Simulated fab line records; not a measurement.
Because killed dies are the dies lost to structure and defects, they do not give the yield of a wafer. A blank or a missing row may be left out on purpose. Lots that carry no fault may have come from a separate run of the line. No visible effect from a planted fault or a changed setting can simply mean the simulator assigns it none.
Chamber matching    flow nandHarc    cmp-04 running NHARC_A_DECK1_JOINT_CMP_13: 4 sister chambers
The step polishes, target thk 51.023 nm. 4 wafers are shown with their chamber, then 7 later ones without.

== EACH WAFER AND ITS CHAMBER ==
wafer   chamber  motorCurrentA (A)
L499.3  2        10.8
L499.4  3        11.9
L501.3  1        13.3
L501.4  0        14.4

== WAFERS WHOSE CHAMBER IS MISSING ==
wafer   motorCurrentA (A)
L501.5  13.3
L510.2  11.2
L510.4  14.9
L510.6  15.1
L518.1  11.5
L518.3  12.1
L518.5  11.6

== WHICH CHAMBER EACH WENT THROUGH ==
wafer   from the rows above      in truth
L501.5  1                        1
L510.2  can't be placed: 2 or 3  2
L510.4  0                        0
L510.6  0                        0
L518.1  can't be placed: 3 or 2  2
L518.3  3                        3
L518.5  can't be placed: 3 or 2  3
Correct placement for 4 of the 7. Can't be placed from these rows: 3 (the true chamber is among the candidates in 3). 0 placed wrongly.
How it was worked out, from the rows above alone: a wafer's distance from a chamber is the root of the sum, over the readings, of the square of ((its reading less the chamber's mean) divided by the reading's scatter). If the next closest chamber is less than 2 further off than the closest, the wafer can't be placed; otherwise it belongs to the closest. For every chamber, the mean is computed from those of its wafers that are shown. The scatter: root of mean squared gap, hidden wafer to nearest shown wafer, with one shown wafer a chamber.
